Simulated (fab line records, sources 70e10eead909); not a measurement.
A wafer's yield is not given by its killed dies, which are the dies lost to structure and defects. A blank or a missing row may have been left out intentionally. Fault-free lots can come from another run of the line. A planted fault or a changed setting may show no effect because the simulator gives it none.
Struck lot and sound lot, side by side + flow nand_harc + 15 out of 1302 route steps
Sound: these wafers, L608.1, L608.3, L608.6. Wafers struck: L602.1, L602.3, L602.6. The cause comes at the end.
At each step with rows: each side's tool, then ch and its chambers, then its first start. Under that, the readings that differ: sound wafers + struck wafers + difference of the means + sigmas: that difference in standard deviations of wafers without a fault.
alike: words and numbers the same on both sides, and readings whose means are apart by under 2 such deviations; not compared: readings that were withheld, readings missing a value for some wafer, numbers with overlapping values and no deviation given by the record, and bounds like >300 which may hide the same value.
The two part at a step that has a row with sigmas, a row that says differs or no value, or rows on one side only. When numbers do not overlap yet have no deviation, they are printed without sigmas and do not part them. A reading missing from all wafers of one side parts the sides only when that side holds two or more wafers.

NHARC_A_CHANNEL_HOLE_D1_CD_MEAS_30:
  struck on cd_sem-03, day 12 05:40; sound on cd_sem-02, day 14 16:24
  alike: cd_nm
NHARC_A_CHANNEL_HOLE_D1_XSEM_31:
  sound on xsem-02 ch 0, day 14 16:29; struck on xsem-01 ch 0, day 12 05:45
  alike: bot_cd_nm, bow_nm, tilt_deg
NHARC_A_CHANNEL_HOLE_D1_INSPECT_40:
  struck on defect_inspect-02, day 12 05:50; sound on defect_inspect-01, day 14 16:35
| reading          | sound       | struck   | difference | sigmas |
|------------------|-------------|----------|------------|--------|
| raw_defect_count | 102 128 126 | 58 47 65 | -62        | -3     |
then, 3 steps without rows for these wafers: NHARC_A_CHANNEL_FILL_D1_PRECLEAN_00 (cleans in SC1); NHARC_A_CHANNEL_FILL_D1_SRD_01; NHARC_A_CHANNEL_FILL_D1_ALD_02 (deposits SiO2, target thk 6 nm, pulse time 10 s, ald cycles 60).
NHARC_A_CHANNEL_FILL_D1_ALD_03: deposits SiNx, target thk 6 nm, pulse time 60 s, ald cycles 58.
  sound: ald_sin_batch-03 ch 0; struck: ald_sin_batch-03 ch 0
  alike: precursor_pulse_height_rel
NHARC_A_CHANNEL_FILL_D1_ALD_14: deposits SiO2, target thk 2.5 nm, pulse time 10 s, ald cycles 25.
  sound on ald_hk-03 ch 0,1, day 14 23:48; struck on ald_hk-03 ch 0,1,3, day 12 13:34
  alike: heater_power_w, precursor_pulse_height_rel
then, 1 step without rows for these wafers: NHARC_A_CHANNEL_FILL_D1_ALD_15 (deposits SiNx, target thk 2 nm, pulse time 60 s, ald cycles 19).
NHARC_A_CHANNEL_FILL_D1_ALD_16: deposits SiO2, target thk 1.5 nm, pulse time 10 s, ald cycles 15.
  sound on ald_hk-02 ch 0,1,2, day 15 04:59; struck on ald_hk-02 ch 1,2, day 12 18:44
  alike: heater_power_w, precursor_pulse_height_rel
then, 2 steps without rows for these wafers: NHARC_A_CHANNEL_FILL_D1_ANNEAL_17 (time 1800 s); NHARC_A_CHANNEL_FILL_D1_CVD_18 (deposits poly-Si, target thk 3 nm).
NHARC_A_CHANNEL_FILL_D1_ETCHBACK_19: etches the open film in HBr/Cl2, target depth 5 nm, time 1.7 s.
  sound on rie_si-01 ch 0,2,3, day 15 16:46; struck on rie_si-01 ch 0,1,2, day 13 07:00
  no value came back on the struck wafers for any of 6 readings (bias_w (W), chamber_pressure_mTorr (mTorr) and others); on the sound wafers bias_w (W) reads 99.93 99.52 100.14
  not compared: rf_hours_counter_h
NHARC_A_CHANNEL_FILL_D1_ETCHBACK_20: etches the open film in C4F8/O2/Ar, target depth 27 nm, time 13.5 s.
  sound on rie_diel-04 ch 0,1,3, day 15 16:53; struck on rie_diel-06 ch 0,1,2, day 13 07:08
  alike: bias_w, chamber_pressure_mTorr, oes_product_au, rf_fwd_power_W, rf_vpp_V
  not compared: rf_hours_counter_h
-- jump in the record: it breaks off in module A_CHANNEL_FILL_D1 and resumes in module END (first step shown: number 1302 of the route), and 15 days separate the struck wafers' starts before and after --
NHARC_END_SORT_01:
  only the struck wafers appear in the record here, on prober-01 ch 0 at day 28 01:33; the sound ones have no rows

WHERE THEY PART
At NHARC_A_CHANNEL_HOLE_D1_INSPECT_40 first; at NHARC_END_SORT_01 last (within this record only).

WHY: whatever the simulator had introduced
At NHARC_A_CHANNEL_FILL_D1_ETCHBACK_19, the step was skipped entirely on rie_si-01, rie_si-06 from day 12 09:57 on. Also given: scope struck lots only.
